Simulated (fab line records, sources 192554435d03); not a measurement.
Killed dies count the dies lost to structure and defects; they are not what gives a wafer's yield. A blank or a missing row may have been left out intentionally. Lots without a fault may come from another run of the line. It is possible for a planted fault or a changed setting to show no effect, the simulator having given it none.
A struck lot beside a sound one + flow n5Finfet + 38 steps out of a route of 1938
Sound: these wafers, L990.1, L990.2, L990.5. The struck wafers were L982.2, L982.3, L982.4. The cause is given at the end.
For every step that has rows: the tool of each side, followed by ch and its chambers, followed by its first start. Under that, the readings that differ: sound wafers + struck wafers + difference of the means + sigmas: that difference in standard deviations of wafers without a fault.
alike: words and numbers the same on both sides, and readings whose means are apart by under 2 such deviations; not compared: readings that were withheld, readings missing a value for some wafer, numbers with overlapping values and no deviation given by the record, and bounds like >300 which may hide the same value.
The two part at a step that has a row with sigmas, a row that says differs or no value, or rows on one side only. Non-overlapping numbers with no deviation appear without sigmas and do not part them. A reading missing from all wafers of one side parts the sides only when that side holds two or more wafers.

first, 9 steps without rows for these wafers: N5_BEOL_M4_ANNEAL_95 (time 240 s); N5_BEOL_M4_SPUTTER_96 (material Cu, target thk 4.5 nm, time 8.29 s); N5_BEOL_M4_ECD_50 (material Cu, target thk 300 nm); N5_BEOL_M4_ANNEAL_51 (time 90 s); N5_BEOL_M4_CMP_52 (polishes, stops on SiOC, t overpolish 6.8 s, target thk 40 nm); N5_BEOL_M4_PRE_CLEAN_60 (time 15 s); N5_BEOL_M4_CO_CAP_55 (material Co, precursor CCTBA/H2, target thk 2 nm, time 102.1 s); N5_BEOL_M4_PRE_CLEAN_56 (time 15 s); N5_BEOL_M4_DEP_57 (deposits SiCN from 3MS/NH3, target thk 8 nm, time 14 s).
N5_BEOL_M4_RC_MEAS_101:
  sound on prober-02 ch 0, day 13 04:02; struck on prober-02 ch 0, day 10 10:49
| reading       | sound          | struck         | difference | sigmas |
|---------------|----------------|----------------|------------|--------|
| DIBL_P (mV/V) | 32.8 34.8 31.3 | 38.6 35.3 38.4 | +4.5       | +2     |
  alike: DIBL_N, IOFF_N, IOFF_P, ION_N, ION_P, SS_N, SS_P, VT_N, VT_P
then, 24 steps without rows for these wafers: N5_BEOL_M5_ILD_DEP_00 (deposits SiCOH lowk from DEMS/porogen, target thk 140.64 nm, time 25.9 s); N5_BEOL_M5_CURE_79 (cures SiCOH lowk, time 240 s); N5_BEOL_M5_PECVD_70 (deposits SiO2 from TEOS/O2, target thk 16 nm, time 18 s); N5_BEOL_M5_HM_DEP_02 (deposits TiN, target thk 20 nm); N5_BEOL_M5_COAT_59 (time 60 s, resist thk 60 nm); N5_BEOL_M5_COAT_60 (time 60 s, resist thk 12 nm); N5_BEOL_M5_COAT_71 (time 60 s, resist thk 5 nm); N5_BEOL_M5_COAT_05 (resist thk 30 nm); N5_BEOL_M5_EBR_07; N5_BEOL_M5_SOFTBAKE_06 (time 60 s); N5_BEOL_M5_EXPOSE_08 (exposes mask M5, target cd 28 nm); N5_BEOL_M5_PEB_09 (peb time 60 s); N5_BEOL_M5_DEVELOP_10 (develop time 30 s); N5_BEOL_M5_DESCUM_16 (chemistry O2, time 7 s); N5_BEOL_M5_ETCH_72 (etches underlayer in N2/H2, target depth 6.5 nm, time 5.2 s); N5_BEOL_M5_ETCH_61 (etches SiARC in CF4, target depth 15.6 nm, time 26 s); N5_BEOL_M5_ETCH_62 (etches SOC in N2/H2, target depth 75 nm, overetch 15 nm, time 112.5 s); N5_BEOL_M5_STRIP_63 (strips in N2/H2); N5_BEOL_M5_STRIP_73 (strips in N2/H2); N5_BEOL_M5_STRIP_64 (strips in CF4); N5_BEOL_M5_HM_OPEN_17 (chemistry Cl2/BCl3, target TiN, target depth 20 nm, overetch 6 nm); N5_BEOL_M5_STRIP_19 (strips in O2); N5_BEOL_M5_COAT_65 (time 60 s, resist thk 60 nm); N5_BEOL_M5_COAT_66 (time 60 s, resist thk 12 nm).
N5_BEOL_M8_TRENCH_ETCH_37: etches SiCOH lowk in C4F6/O2, target depth 93.478 nm, time 31.2 s.
  sound on rieDiel-01 ch 0,2,3, day 14 14:17; struck on rieDiel-06 ch 1,2,3, day 11 20:12
  no value came back on the struck wafers for any of 7 readings (C4F6_flow_sccm (sccm), O2_flow_sccm (sccm) and others); on the sound wafers C4F6_flow_sccm (sccm) reads 10.026 9.982 10.044
| reading                                   | sound          | struck     | difference | sigmas |
|-------------------------------------------|----------------|------------|------------|--------|
| model.TiN_of_BEOL_M8_HM_DEP_02.thkNm (nm) | 17.4 17.6 17.4 | 20 19.8 20 | +2         |        |
  not compared: rfHoursCounterH
N5_BEOL_M8_OCD_MEAS_38:
  sound on ocd-02, day 14 14:27; struck on ocd-02, day 11 20:22
| reading            | sound          | struck    | difference | sigmas |
|--------------------|----------------|-----------|------------|--------|
| trenchDepthNm (nm) | 92.7 95.2 92.1 | 0.4 0.3 0 | -93.1      | -52    |
N5_BEOL_M8_CMP_52: polishes, stops on SiCOH lowk, t overpolish 6.9 s, target thk 80 nm.
  sound on cmp-03 ch 0,1, day 14 18:57; struck on cmp-03 ch 0,1,3, day 11 23:07
| reading                               | sound          | struck  | difference | sigmas |
|---------------------------------------|----------------|---------|------------|--------|
| model.Cu_of_BEOL_M8_ECD_50.thkNm (nm) | 78.8 82.4 79.4 | 0.8 0 0 | -79.9      |        |
  alike: edgeZonePressureFrac, motorCurrentA, slurryFilterDpKPa
  not compared: padLifeWafers
-- here the record skips 3 days between the struck wafers' starts before and after, leaving off in module BEOL_M8 and picking up in module PASSIVATION (first step shown: number 1936 of the route) --
N5_PASSIVATION_PROBE_49:
  sound on prober-01, day 17 15:34; struck on prober-02, day 14 11:25
| reading                 | sound          | struck         | difference | sigmas      |
|-------------------------|----------------|----------------|------------|-------------|
| defectLimitedYield (%)  | 91.4 90.4 92.4 | 0 0 0          | -91        | -65         |
| killed_at_M0_to_M3      | 30 32 17       | 49 45 51       | +22        | +2          |
| killed_at_M4_up         | 14 17 14       | 1052 1090 1067 | +1055      | +99 or more |
| killedDies              | 101 113 90     | 1180 1180 1180 | +1079      | +63         |
| killedOnRim             | 16 16 13       | 152 152 152    | +137       | +32         |
| sort_bin_5_function (%) | 4.7 5.0 4.8    | 94.7 95.9 94.9 | +90.3      | +93         |
| sortNPass               | 1079 1067 1090 | 0 0 0          | -1079      | -63         |
| sortYieldPct (%)        | 91.4 90.4 92.4 | 0 0 0          | -91        | -65         |
  alike: killedAtContacts, killedAtFrontEnd, killedAtOther, killedOpen, killedShort, sort_bin_6_memory

## WHERE THEY PART
Last at N5_PASSIVATION_PROBE_49 as far as this record goes, first at N5_BEOL_M4_RC_MEAS_101.

WHY: whatever the simulator had introduced
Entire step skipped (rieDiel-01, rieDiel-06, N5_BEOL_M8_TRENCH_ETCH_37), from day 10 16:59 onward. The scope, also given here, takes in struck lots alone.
